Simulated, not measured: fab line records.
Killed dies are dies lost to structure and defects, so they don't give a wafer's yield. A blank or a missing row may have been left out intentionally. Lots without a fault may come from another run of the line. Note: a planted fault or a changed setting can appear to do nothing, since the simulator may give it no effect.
Chamber matching / flow n5-finfet / 3 sister chambers for N5_BEOL_M3_CO_CAP_55 on cvd-co-02
The step material Co, precursor CCTBA/H2, target thk 2 nm, time 102.1 s. 3 wafers are shown with their chamber, then 12 later ones without.

## EACH WAFER AND ITS CHAMBER
wafer=L084.1; chamber=0; heater-power-w (W)=258
wafer=L084.3; chamber=1; heater-power-w (W)=239
wafer=L084.5; chamber=2; heater-power-w (W)=279

## WAFERS WITH NO CHAMBER GIVEN
wafer=L087.1; heater-power-w (W)=240
wafer=L087.2; heater-power-w (W)=261
wafer=L087.6; heater-power-w (W)=285
wafer=L094.1; heater-power-w (W)=279
wafer=L094.3; heater-power-w (W)=261
wafer=L094.4; heater-power-w (W)=241
wafer=L097.1; heater-power-w (W)=286
wafer=L097.2; heater-power-w (W)=260
wafer=L097.3; heater-power-w (W)=286
wafer=L097.4; heater-power-w (W)=253
wafer=L097.5; heater-power-w (W)=289
wafer=L097.6; heater-power-w (W)=264

## WHICH CHAMBER EACH ONE RAN IN
wafer=L087.1; from the rows above=1; in truth=1
wafer=L087.2; from the rows above=0; in truth=0
wafer=L087.6; from the rows above=2; in truth=2
wafer=L094.1; from the rows above=2; in truth=2
wafer=L094.3; from the rows above=0; in truth=0
wafer=L094.4; from the rows above=1; in truth=1
wafer=L097.1; from the rows above=2; in truth=2
wafer=L097.2; from the rows above=0; in truth=0
wafer=L097.3; from the rows above=2; in truth=2
wafer=L097.4; from the rows above=can't be placed: 0 or 1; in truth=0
wafer=L097.5; from the rows above=2; in truth=2
wafer=L097.6; from the rows above=can't be placed: 0 or 2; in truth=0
10 of 12 placed correctly. Can't be placed from these rows: 2 (the true chamber is among the candidates in 2). 0 placed wrongly.
How it was worked out, from the rows above alone: a wafer's distance from a chamber is the root of the sum, over the readings, of the square of ((its reading less the chamber's mean) divided by the reading's scatter). The wafer belongs to the nearest chamber; if the next one is less than 2 further off, it can't be placed. The mean given for a chamber averages the wafers shown for that chamber. The scatter (one wafer shown for each chamber): square how far every hidden wafer sits from the nearest shown wafer, average those squares and take the square root.
